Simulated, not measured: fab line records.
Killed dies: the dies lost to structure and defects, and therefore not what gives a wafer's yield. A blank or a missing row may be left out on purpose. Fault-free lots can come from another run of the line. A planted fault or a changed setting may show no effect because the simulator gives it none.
fab line records -- flow n5Finfet
[record] lots = 7, wafers = 39
route steps=1938 shown ZERO_LAYER@4 FIN_SAQP@102 HKMG_FIN@419 MOL_CONTACT_COAG@535 BEOL_M1@753 BEOL_M2@841 BEOL_M3@1008 BEOL_M4@1070 BEOL_M7@1321 BEOL_M9@1440 BEOL_M11@1575 BEOL_M13@1694 TV_OPEN@1890 PASSIVATION@1936
startH: hours from the record's opening day to when the first of the lot's shown wafers began -- waitH: hours since the lot's step before -- " same as the row above -- L1.1+2: a single row standing in for several wafers -- - no value present, or no start provided -- * or withheld: withheld -- < > ~ a bound
route shown NAME@n: names a module that has steps shown in the file, with the first one's number in the route -- usual: the fault-free wafers' mean and standard deviation -- same: alike in all rows -- chamber/n: place in a boat -- sites: per-site readings -- _std_site: standard deviation across them -- _edge_site: inner sites' mean taken away from outer sites' mean -- radiusMm: for every site, how far away it sits from the centre of the wafer -- mask NAME#n: copy n -- behind: tool/chamber where the wafer was last shaped -- hold: why the lot went on hold/how many hours it stayed there/how the hold came to an end -- device: which transistor (n, p or np) failed to switch -- end of line: tests run on the same wafers once the route is complete -- step lacking rows: just its recipe -- killed: not the wafer's yield, but the dies lost to structure and defects at the first sort -- map: the dies of a wafer, with x for killed, . for not killed, _ for no die there
set.NAME: the run value of the setting; set.NAME@STEP: its run value at that earlier step -- model.NAME: the simulator's own value behind a step, which no gauge read
one table per step and one row per wafer, for lots whose settings were changed on purpose
[[steps]]
[step N5_ZERO_LAYER_PECVD_02]
[recipe] material = SiO2, targetThkA = 100, tempC = 400, precursor = SiH4/N2O, pressureTorr = 0.75, rfW = 275, timeS = 6
[step N5_FIN_SAQP_HM_DEP_72]
[recipe] material = SiO2, targetThkA = 120, tempC = 400, precursor = SiH4/N2O, pressureTorr = 0.75, rfW = 275, timeS = 7.2
[step N5_HKMG_FIN_ALD_36]
[recipe] material = TiN, targetThkA = 10, tempC = 400, aldPrecursorFamily = TiCl4, aldCoReactant = NH3, pulseTimeS = 1, purgeTimeS = 3, coReactantPurgeTimeS = 2, coReactantPulseTimeS = 2, aldCycles = 47, pressureTorr = 3
[step N5_MOL_CONTACT_COAG_CONTACT_ETCH_14]
[recipe] chemistry = C4F6/O2, target = SiO2, targetDepthA = 275, overetchA = 85, maskMaterial = SOC, pressureMtorr = 30, sourceW = 370, biasW = 185, Ar_flow_sccm = 300, C4F6_flow_sccm = 16, O2_flow_sccm = 10, timeS = 20, ionEnergyEv = 259.6
[step N5_BEOL_M1_PECVD_72]
[recipe] material = SiO2, targetThkA = 160, tempC = 400, precursor = TEOS/O2, pressureTorr = 5.5, rfW = 450, teosFlowSccm = 53.8, gas = O2, flowSccm = 3000, timeS = 18
[step N5_BEOL_M2_ILD_DEP_00]
[recipe] material = SiOC, targetThkA = 790, tempC = 350, precursor = DEMS/O2, pressureTorr = 5, rfW = 500, timeS = 15.3
[step N5_BEOL_M3_SPUTTER_94]
[recipe] material = Cu, targetThkA = 45, tempC = -20, chamberPressurePa = 0.07, powerW = withheld, timeS = 8.29
[step N5_BEOL_M4_TRENCH_ETCH_37]
[recipe] chemistry = C4F6/O2, targetDepthA = 555.55, target = SiOC, timeS = 29.2, ionEnergyEv = 250, pressureMtorr = 30, sourceW = 355, biasW = 185, Ar_flow_sccm = 300, C4F6_flow_sccm = 10, O2_flow_sccm = 10
[step N5_BEOL_M7_SURFACE_TREAT_79]
[recipe] gas = Ar, timeS = *, ionEnergyEv = *, ionCurrentMaCm2 = 0.5, pressureMtorr = *, arFlowSccm = 30
[step N5_BEOL_M9_ETCH_66]
[recipe] chemistry = N2/H2, target = SOC, targetDepthA = 800, overetchA = 160, maskMaterial = SiARC, tempC = 40, timeS = 120, ionEnergyEv = 200, pressureMtorr = 30, sourceW = 840, biasW = 150, n2FlowSccm = 200, h2FlowSccm = 200
[step N5_BEOL_M11_VIA_ETCH_34]
[recipe] chemistry = C4F6/O2, target = SiCOH_lowk, targetDepthA = 1845, maskMaterial = SOC, taperDeg = 4, timeS = 69.2, ionEnergyEv = 250, pressureMtorr = 30, sourceW = 345, biasW = 185, Ar_flow_sccm = 300, C4F6_flow_sccm = 10, O2_flow_sccm = 10
[step N5_BEOL_M13_ETCH_68]
[recipe] chemistry = N2/H2, target = SOC, maskMaterial = SiARC, sourceW = 3000, biasW = 350, tempC = 40, timeS = 355, ionEnergyEv = 200, pressureMtorr = 30, n2FlowSccm = 200, h2FlowSccm = 200
[step N5_PASSIVATION_ETCH_15]
[recipe] chemistry = CF4/N2, target = SiCN, targetDepthA = 750, taperDeg = 2, timeS = 81.2, ionEnergyEv = 150, maskMaterial = SiNx, pressureMtorr = 40, sourceW = 430, biasW = 70, Ar_flow_sccm = 100, cf4FlowSccm = 60, n2FlowSccm = 60
[step N5_PASSIVATION_PROBE_49]
[usual] killed_at_M0_to_M3 = 34/12
lot.wafer,tool,chamber,startH,waitH,set.timeS@ZERO_LAYER_PECVD_02,set.timeS@FIN_SAQP_HM_DEP_72,set.aldCycles@HKMG_FIN_ALD_36,set.timeS@MOL_CONTACT_COAG_CONTACT_ETCH_14,set.timeS@BEOL_M1_PECVD_72,set.targetThkA@BEOL_M2_ILD_DEP_00,set.targetThkA@BEOL_M3_SPUTTER_94,set.targetDepthA@BEOL_M4_TRENCH_ETCH_37,set.timeS@BEOL_M7_SURFACE_TREAT_79,set.timeS@BEOL_M9_ETCH_66,set.timeS@BEOL_M11_VIA_ETCH_34,set.timeS@BEOL_M13_ETCH_68,set.targetDepthA@PASSIVATION_ETCH_15,killed_at_M0_to_M3
L074.1,prober-01,-,267.53,0.1,6,7.2,47,20,27.7,790,45,309.9,*,120,43.1,280.6,750,48
L074.2,prober-01,-,267.58,0.1,6,5.121,47,8.45,27.7,477.1,45,555.55,*,120,69.2,280.6,750,37
L074.3,prober-01,-,267.63,0.2,6,7.2,69,20,18,790,27.03,309.9,*,120,43.1,280.6,926.9,21
L074.4,prober-01,-,267.68,0.2,6,7.2,69,8.45,27.7,790,27.03,555.55,*,120,69.2,355,750,37
L074.5,prober-01,-,267.73,0.3,6,5.121,69,20,18,477.1,45,555.55,*,120,43.1,355,926.9,1115
L074.6,prober-01,-,267.78,0.3,6,5.121,47,8.45,18,477.1,27.03,309.9,*,120,69.2,355,926.9,51
L082.1,prober-02,-,311.21,0.0,6,7.2,26,20,25.82,790,21.8,756.5,*,120,85.46,355,750,20
L082.2,prober-02,-,311.26,0.1,6,7.2,47,20,18,378.4,45,756.5,*,120,85.46,144.1,1143,1110
L082.3,prober-02,-,311.31,0.1,6,7.2,47,20,25.82,378.4,45,756.5,*,120,69.2,355,750,1110
L082.4,prober-02,-,311.36,0.2,9.345,7.2,47,20,18,790,21.8,555.55,*,120,69.2,144.1,1143,52
L082.5,prober-02,-,311.41,0.2,9.345,7.2,26,20,25.82,790,45,555.55,*,120,85.46,144.1,750,23
L082.6,prober-02,-,311.46,0.3,9.345,7.2,26,20,18,378.4,21.8,555.55,*,120,69.2,355,1143,1136
L084.1,prober-02,-,321.67,0.0,7.452,7.2,47,20,18,392.7,52.19,555.55,*,78.05,69.2,355,607.8,1119
L084.2,prober-02,-,321.72,0.1,7.452,7.2,65,28.27,26.65,790,45,555.55,*,120,89.03,355,750,33
L084.3,prober-02,-,321.77,0.1,7.452,7.2,47,28.27,18,392.7,45,233.4,*,120,69.2,355,607.8,1101
L084.4,prober-02,-,321.82,0.2,6,7.2,65,20,18,790,52.19,233.4,*,120,89.03,355,750,32
L084.5,prober-02,-,321.87,0.2,6,7.2,65,28.27,26.65,392.7,52.19,555.55,*,78.05,69.2,355,750,1142
L084.6,prober-02,-,321.92,0.3,6,7.2,47,20,26.65,790,45,233.4,*,78.05,89.03,355,607.8,44
L092.1,prober-02,-,382.08,0.0,6,8.497,36,24.84,18,790,45,555.55,*,147.6,49.2,189.6,1162,15
L092.2,prober-02,-,382.13,0.1,6,7.2,47,20,18,790,45,555.55,*,120,69.2,189.6,750,25
L092.3,prober-02,-,382.18,0.1,3.399,7.2,36,20,18,790,45,310.1,*,120,49.2,355,750,32
L092.4,prober-02,-,382.23,0.2,6,8.497,47,24.84,18,334.9,45,310.1,*,147.6,69.2,355,1162,1113
L092.5,prober-02,-,382.28,0.2,3.399,8.497,36,20,18,334.9,45,555.55,*,147.6,49.2,355,750,1103
L092.6,prober-02,-,382.33,0.3,3.399,7.2,47,24.84,18,334.9,45,310.1,*,120,69.2,189.6,1162,1123
L093.1,prober-02,-,398.27,0.0,6,11.37,47,20,18,1023,45,555.55,*,120,69.2,283.2,750,233
L093.2,prober-02,-,398.32,0.1,6,11.37,40,20,18,1023,53.88,555.55,*,120,69.2,355,933.8,229
L093.3,prober-02,-,398.37,0.1,8.071,7.2,47,20,18,1023,45,555.55,*,120,88.07,283.2,750,257
L093.4,prober-02,-,398.42,0.2,8.071,7.2,47,20,18,790,53.88,555.55,*,120,88.07,355,750,55
L093.5,prober-02,-,398.47,0.2,6,7.2,40,20,18,790,45,555.55,*,120,69.2,355,933.8,38
L093.6,prober-02,-,398.52,0.3,8.071,11.37,40,20,18,790,53.88,555.55,*,120,88.07,283.2,933.8,43
L095.1,prober-01,-,422.22,0.0,6,11.11,47,20,9.927,790,45,358.2,*,120,97.02,453,455,38
L095.2,prober-01,-,422.27,0.1,6,7.2,19,23.23,18,416.3,45,555.55,*,178.3,97.02,453,455,1119
L095.3,prober-01,-,422.32,0.1,6,7.2,19,20,18,790,45,358.2,*,178.3,69.2,355,455,43
L095.4,prober-01,-,422.37,0.2,6,7.2,47,23.23,9.927,790,70.35,555.55,*,178.3,97.02,355,750,31
L095.5,prober-01,-,422.42,0.2,6,11.11,19,23.23,9.927,416.3,70.35,358.2,*,120,69.2,355,750,1108
L095.6,prober-01,-,422.47,0.3,6,11.11,47,20,18,416.3,70.35,555.55,*,120,69.2,453,750,1113
L097.2,prober-01,-,431.13,0.1,6,7.2,47,20,18,790,45,555.55,*,120,69.2,355,750,36
L097.3,prober-01,-,431.18,0.1,6,7.2,47,20,18,790,45,555.55,*,120,69.2,355,750,41
L097.4,prober-01,-,431.23,0.2,6,7.2,47,20,18,790,45,555.55,*,120,69.2,355,750,38
// killed by level:class
L074.1 BEOL_M4:areaEcd=1047 BEOL_M11:areaEtch=23 BEOL_M0_SAQP:geometricParticle:open=19 MOL_CONTACT_COAG:geometricParticle:open=12 FIN_SAQP:geometricParticle:short=10 BEOL_M0_SAQP:geometricParticle:short=10 BEOL_M3:geometricParticle:short=6 BEOL_M3:geometricParticle:open=4
L074.2 MOL_CONTACT_COAG:areaEtch=1084 STI_FIN_REVEAL:geometricParticle:open=14 BEOL_M4:geometricParticle:open=11 BEOL_M3:geometricParticle:open=9 BEOL_M0_SAQP:geometricParticle:short=7 FIN_SAQP:geometricParticle:open=6 BEOL_M1:geometricParticle:open=6 BEOL_M2:geometricParticle:open=6
L074.3 BEOL_M4:areaEcd=856 BEOL_M11:areaEtch=243 MOL_CONTACT_COAG:geometricParticle:open=10 BEOL_M4:geometricParticle:open=8 DUMMY_GATE:geometricParticle:open=6 FIN_SAQP:geometricParticle:open=5 FIN_SAQP:geometricParticle:short=5 BEOL_M0_SAQP:geometricParticle:open=5
L074.4 MOL_CONTACT_COAG:areaEtch=1073 BEOL_M0_SAQP:geometricParticle:open=10 MOL_CONTACT_COAG:geometricParticle:open=9 BEOL_M0:geometricParticle:open=8 BEOL_M0_SAQP:geometricParticle:short=6 GATE_CUT:geometricParticle:short=5 BEOL_M2:geometricParticle:open=5 MIM_TOP:geometricParticle:open=5
L074.5 BEOL_M2:areaDep=1079 MOL_CONTACT_COAG:geometricParticle:open=8 BEOL_M2:geometricParticle:open=8 BEOL_M0_SAQP:geometricParticle:open=7 BEOL_M4:geometricParticle:open=7 BEOL_M0_SAQP:geometricParticle:short=5 BEOL_M3:geometricParticle:open=5 STI_FIN_REVEAL:geometricParticle:open=4
L074.6 MOL_CONTACT_COAG:areaEtch=1074 BEOL_M0_SAQP:geometricParticle:open=13 BEOL_M2:geometricParticle:open=12 BEOL_M0_SAQP:geometricParticle:short=10 STARTING-WAFER:geometricParticle:short=7 FIN_SAQP:geometricParticle:open=5 DUMMY_GATE:geometricParticle:open=5 BEOL_M1:geometricParticle:open=4
L082.1 BEOL_M4:geometricParticle:open=19 MOL_CONTACT_COAG:geometricParticle:open=11 BEOL_M0_SAQP:geometricParticle:short=7 STI_FIN_REVEAL:geometricParticle:open=5 GATE_CUT:geometricParticle:short=4 BEOL_M0_SAQP:geometricParticle:open=4 STARTING-WAFER:geometricParticle:short=4 BEOL_M3:interfaceVoidOpened=4
L082.2 BEOL_M2:areaDep=1083 BEOL_M4:geometricParticle:open=10 BEOL_M0_SAQP:geometricParticle:open=9 FIN_SAQP:geometricParticle:open=7 MOL_CONTACT_COAG:geometricParticle:open=6 BEOL_M5:geometricParticle:open=6 BEOL_M0_SAQP:geometricParticle:short=5 BEOL_M0:geometricParticle:open=5
L082.3 BEOL_M2:areaDep=1085 STI_FIN_REVEAL:geometricParticle:open=8 MOL_CONTACT_COAG:geometricParticle:open=8 BEOL_M0_SAQP:geometricParticle:open=7 FIN_SAQP:geometricParticle:short=5 BEOL_M0_SAQP:geometricParticle:short=5 BEOL_M1:geometricParticle:open=5 BEOL_M6:geometricParticle:open=5
L082.4 BEOL_M0_SAQP:geometricParticle:short=24 BEOL_M0_SAQP:geometricParticle:open=18 MOL_CONTACT_COAG:geometricParticle:open=10 BEOL_M4:geometricParticle:open=7 STI_FIN_REVEAL:geometricParticle:open=5 DUMMY_GATE:geometricParticle:open=5 FIN_SAQP:geometricParticle:open=4 GATE_CUT:geometricParticle:short=3
L082.5 MOL_CONTACT_COAG:geometricParticle:open=10 BEOL_M0_SAQP:geometricParticle:open=8 STI_FIN_REVEAL:geometricParticle:open=7 BEOL_M0_SAQP:geometricParticle:short=7 BEOL_M4:geometricParticle:open=6 STARTING-WAFER:geometricParticle:short=6 DUMMY_GATE:geometricParticle:open=4 MOL_CONTACT_COAG:geometricParticle:short=3
L082.6 BEOL_M2:areaDep=1118 BEOL_M0_SAQP:geometricParticle:open=7 BEOL_M4:geometricParticle:open=6 MOL_CONTACT_COAG:geometricParticle:open=5 FIN_SAQP:geometricParticle:open=4 BEOL_M0_SAQP:geometricParticle:short=4 STI_FIN_REVEAL:geometricParticle:open=3 GATE_CUT:geometricParticle:short=3
L084.1 BEOL_M2:areaDep=1084 BEOL_M2:geometricParticle:open=12 FIN_SAQP:geometricParticle:short=6 BEOL_M1:geometricParticle:open=6 STARTING-WAFER:geometricParticle:short=6 FIN_SAQP:geometricParticle:open=5 STI_FIN_REVEAL:geometricParticle:open=5 BEOL_M3:geometricParticle:open=5
L084.2 STI_FIN_REVEAL:geometricParticle:open=12 FIN_SAQP:geometricParticle:open=9 BEOL_M0_SAQP:geometricParticle:open=8 BEOL_M2:geometricParticle:open=8 MOL_CONTACT_COAG:geometricParticle:open=7 BEOL_M0:geometricParticle:open=5 FIN_SAQP:geometricParticle:short=4 ILD0:geometricParticle:short=4
L084.3 BEOL_M2:areaDep=1071 MOL_CONTACT_COAG:geometricParticle:open=17 BEOL_M0_SAQP:geometricParticle:short=12 BEOL_M0_SAQP:geometricParticle:open=10 BEOL_M4:geometricParticle:open=8 FIN_SAQP:geometricParticle:open=7 STI_FIN_REVEAL:geometricParticle:open=6 ILD0:geometricParticle:open=5
L084.4 BEOL_M4:areaEcd=1081 STI_FIN_REVEAL:geometricParticle:open=20 BEOL_M0_SAQP:geometricParticle:open=9 MOL_CONTACT_COAG:geometricParticle:open=8 BEOL_M0_SAQP:geometricParticle:short=8 BEOL_M2:geometricParticle:open=7 STARTING-WAFER:geometricParticle:open=6 FIN_SAQP:geometricParticle:short=5
L084.5 BEOL_M2:areaDep=1102 BEOL_M0_SAQP:geometricParticle:open=11 BEOL_M0_SAQP:geometricParticle:short=10 BEOL_M1:geometricParticle:open=10 STI_FIN_REVEAL:geometricParticle:open=7 MOL_CONTACT_COAG:geometricParticle:open=7 DUMMY_GATE:geometricParticle:open=4 BEOL_M2:geometricParticle:open=3
L084.6 BEOL_M4:areaEcd=1060 BEOL_M0_SAQP:geometricParticle:open=15 BEOL_M0_SAQP:geometricParticle:short=12 FIN_SAQP:geometricParticle:open=11 MOL_CONTACT_COAG:geometricParticle:open=11 FIN_SAQP:geometricParticle:short=7 STI_FIN_REVEAL:geometricParticle:open=7 ILD0:geometricParticle:short=7
L092.1 BEOL_M11:areaEtch=1103 STI_FIN_REVEAL:geometricParticle:open=16 MOL_CONTACT_COAG:geometricParticle:open=11 FIN_SAQP:geometricParticle:short=9 STI_FIN_REVEAL:geometricParticle:short=5 BEOL_M2:geometricParticle:open=4 FIN_SAQP:geometricParticle:open=3 BEOL_M0_SAQP:geometricParticle:short=3
L092.2 MOL_CONTACT_COAG:geometricParticle:open=13 FIN_SAQP:geometricParticle:open=7 FIN_SAQP:geometricParticle:short=7 BEOL_M0_SAQP:geometricParticle:open=7 BEOL_M0_SAQP:geometricParticle:short=6 STI_FIN_REVEAL:geometricParticle:open=5 GATE_CUT:geometricParticle:short=5 MOL_CONTACT_COAG:geometricParticle:short=5
L092.3 BEOL_M4:areaEcd=1085 BEOL_M3:geometricParticle:open=10 BEOL_M11:areaEtch=10 FIN_SAQP:geometricParticle:short=8 STI_FIN_REVEAL:geometricParticle:open=7 MOL_CONTACT_COAG:geometricParticle:open=7 BEOL_M5:geometricParticle:open=6 BEOL_M3:geometricParticle:short=6
L092.4 BEOL_M2:areaDep=1098 MOL_CONTACT_COAG:geometricParticle:open=15 FIN_SAQP:geometricParticle:open=9 FIN_SAQP:geometricParticle:short=8 STI_FIN_REVEAL:geometricParticle:open=6 MOL_CONTACT_COAG:geometricParticle:short=5 BEOL_M0_SAQP:geometricParticle:short=5 BEOL_M0_SAQP:geometricParticle:open=5
L092.5 BEOL_M2:areaDep=1081 MOL_CONTACT_COAG:geometricParticle:open=19 FIN_SAQP:geometricParticle:short=13 STI_FIN_REVEAL:geometricParticle:open=6 FIN_SAQP:geometricParticle:open=5 MOL_CONTACT_COAG:geometricParticle:short=5 BEOL_M0_SAQP:geometricParticle:open=5 STARTING-WAFER:geometricParticle:short=5
L092.6 BEOL_M2:areaDep=1106 FIN_SAQP:geometricParticle:open=15 FIN_SAQP:geometricParticle:short=8 BEOL_M0_SAQP:geometricParticle:open=8 MOL_CONTACT_COAG:geometricParticle:open=5 BEOL_M3:geometricParticle:open=4 DUMMY_GATE:geometricParticle:open=3 STARTING-WAFER:geometricParticle:open=3
L093.1 BEOL_M2:areaDep=197 FIN_SAQP:geometricParticle:open=16 STI_FIN_REVEAL:geometricParticle:open=15 MOL_CONTACT_COAG:geometricParticle:open=14 FIN_SAQP:geometricParticle:short=12 BEOL_M1:geometricParticle:open=8 MOL_CONTACT_COAG:geometricParticle:short=7 BEOL_M0_SAQP:geometricParticle:open=7
L093.2 BEOL_M2:areaDep=185 STI_FIN_REVEAL:geometricParticle:open=23 BEOL_M0_SAQP:geometricParticle:short=11 BEOL_M1:geometricParticle:open=11 BEOL_M4:geometricParticle:open=9 BEOL_M0_SAQP:geometricParticle:open=9 STI_FIN_REVEAL:geometricParticle:short=7 FIN_SAQP:geometricParticle:short=6
L093.3 BEOL_M2:areaDep=197 BEOL_M0_SAQP:geometricParticle:open=18 BEOL_M0_SAQP:geometricParticle:short=17 STI_FIN_REVEAL:geometricParticle:open=11 MOL_CONTACT_COAG:geometricParticle:open=11 BEOL_M2:geometricParticle:open=8 DUMMY_GATE:geometricParticle:open=7 BEOL_M4:geometricParticle:open=7
L093.4 BEOL_M0_SAQP:geometricParticle:short=19 BEOL_M0_SAQP:geometricParticle:open=15 STI_FIN_REVEAL:geometricParticle:open=9 MOL_CONTACT_COAG:geometricParticle:open=8 FIN_SAQP:geometricParticle:open=6 DUMMY_GATE:geometricParticle:open=6 BEOL_M2:geometricParticle:open=6 BEOL_M2:geometricParticle:short=4
L093.5 FIN_SAQP:geometricParticle:open=13 BEOL_M3:geometricParticle:open=11 MOL_CONTACT_COAG:geometricParticle:open=10 BEOL_M4:geometricParticle:open=9 BEOL_M0_SAQP:geometricParticle:open=8 BEOL_M0_SAQP:geometricParticle:short=7 FIN_SAQP:geometricParticle:short=6 GATE_CUT:geometricParticle:short=6
L093.6 STI_FIN_REVEAL:geometricParticle:open=39 BEOL_M0_SAQP:geometricParticle:open=14 MOL_CONTACT_COAG:geometricParticle:open=8 BEOL_M0_SAQP:geometricParticle:short=8 BEOL_M2:geometricParticle:open=8 BEOL_M4:geometricParticle:open=8 FIN_SAQP:geometricParticle:open=7 STI_FIN_REVEAL:geometricParticle:short=6
L095.1 TV_OPEN:areaEtch=938 BEOL_M4:areaEcd=124 STI_FIN_REVEAL:geometricParticle:open=27 BEOL_M1:geometricParticle:open=11 BEOL_M0_SAQP:geometricParticle:short=10 BEOL_M0_SAQP:geometricParticle:open=10 FIN_SAQP:geometricParticle:open=8 BEOL_M4:geometricParticle:open=8
L095.2 BEOL_M2:areaDep=1084 STI_FIN_REVEAL:geometricParticle:open=14 BEOL_M0_SAQP:geometricParticle:short=10 BEOL_M0_SAQP:geometricParticle:open=9 BEOL_M1:geometricParticle:open=9 BEOL_M4:geometricParticle:open=6 MOL_CONTACT_COAG:geometricParticle:open=5 FIN_SAQP:geometricParticle:open=4
L095.3 TV_OPEN:areaEtch=808 BEOL_M4:areaEcd=238 FIN_SAQP:geometricParticle:open=15 BEOL_M0_SAQP:geometricParticle:open=15 STI_FIN_REVEAL:geometricParticle:open=13 BEOL_M1:geometricParticle:open=13 BEOL_M4:geometricParticle:open=12 MOL_CONTACT_COAG:geometricParticle:open=11
L095.4 BEOL_M0_SAQP:geometricParticle:short=14 STI_FIN_REVEAL:geometricParticle:open=11 MOL_CONTACT_COAG:geometricParticle:open=10 FIN_SAQP:geometricParticle:short=7 FIN_SAQP:geometricParticle:open=6 GATE_CUT:geometricParticle:open=6 BEOL_M0_SAQP:geometricParticle:open=6 GATE_CUT:geometricParticle:short=5
L095.5 BEOL_M2:areaDep=1071 FIN_SAQP:geometricParticle:open=19 BEOL_M0_SAQP:geometricParticle:short=12 STI_FIN_REVEAL:geometricParticle:open=11 BEOL_M0_SAQP:geometricParticle:open=11 BEOL_M4:geometricParticle:open=10 MOL_CONTACT_COAG:geometricParticle:open=9 BEOL_M1:geometricParticle:open=8
L095.6 BEOL_M2:areaDep=1076 FIN_SAQP:geometricParticle:open=13 STI_FIN_REVEAL:geometricParticle:open=11 BEOL_M0_SAQP:geometricParticle:short=9 BEOL_M2:geometricParticle:open=7 BEOL_M0_SAQP:geometricParticle:open=7 BEOL_M6:geometricParticle:open=6 BEOL_M1:geometricParticle:open=6
L097.2 BEOL_M3:geometricParticle:open=11 BEOL_M0_SAQP:geometricParticle:short=8 FIN_SAQP:geometricParticle:short=6 BEOL_M0_SAQP:geometricParticle:open=6 STI_FIN_REVEAL:geometricParticle:open=5 BEOL_M1:geometricParticle:open=5 BEOL_M4:geometricParticle:open=5 FIN_SAQP:geometricParticle:open=4
L097.3 BEOL_M0_SAQP:geometricParticle:open=16 BEOL_M0_SAQP:geometricParticle:short=11 STI_FIN_REVEAL:geometricParticle:open=10 MOL_CONTACT_COAG:geometricParticle:open=7 BEOL_M4:geometricParticle:open=7 GATE_CUT:geometricParticle:short=6 BEOL_M2:geometricParticle:open=5 FIN_SAQP:geometricParticle:short=4
L097.4 BEOL_M0_SAQP:geometricParticle:short=15 MOL_CONTACT_COAG:geometricParticle:open=10 BEOL_M0_SAQP:geometricParticle:open=10 HKMG_FIN:areaEtch=7 BEOL_M4:geometricParticle:open=6 FIN_SAQP:geometricParticle:short=5 BEOL_M3:geometricParticle:open=5 ILD0:geometricParticle:short=4
[[key]]
[split] step = N5_ZERO_LAYER_PECVD_02, setting = timeS, statedAs = 6
response none clear
[split] step = N5_FIN_SAQP_HM_DEP_72, setting = timeS, statedAs = 7.2
response none clear
[split] step = N5_HKMG_FIN_ALD_36, setting = aldCycles, statedAs = 47
response none clear
[split] step = N5_MOL_CONTACT_COAG_CONTACT_ETCH_14, setting = timeS, statedAs = 20
response none clear
[split] step = N5_BEOL_M1_PECVD_72, setting = timeS, statedAs = 18
response none clear
[split] step = N5_BEOL_M2_ILD_DEP_00, setting = targetThkA, statedAs = 790
[response] step = N5_PASSIVATION_PROBE_49, reading = killed_at_M0_to_M3, slope = -18.8, per = 1%, togetherWith = all, explained = 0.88
[split] step = N5_BEOL_M3_SPUTTER_94, setting = targetThkA, statedAs = 45
response none clear
[split] step = N5_BEOL_M4_TRENCH_ETCH_37, setting = targetDepthA, statedAs = 555.55
response none clear
[split] step = N5_BEOL_M7_SURFACE_TREAT_79, setting = timeS, statedAs = *
response none clear
[split] step = N5_BEOL_M9_ETCH_66, setting = timeS, statedAs = 120
response none clear
[split] step = N5_BEOL_M11_VIA_ETCH_34, setting = timeS, statedAs = 69.2
response none clear
[split] step = N5_BEOL_M13_ETCH_68, setting = timeS, statedAs = 355
response none clear
[split] step = N5_PASSIVATION_ETCH_15, setting = targetDepthA, statedAs = 750
response none clear
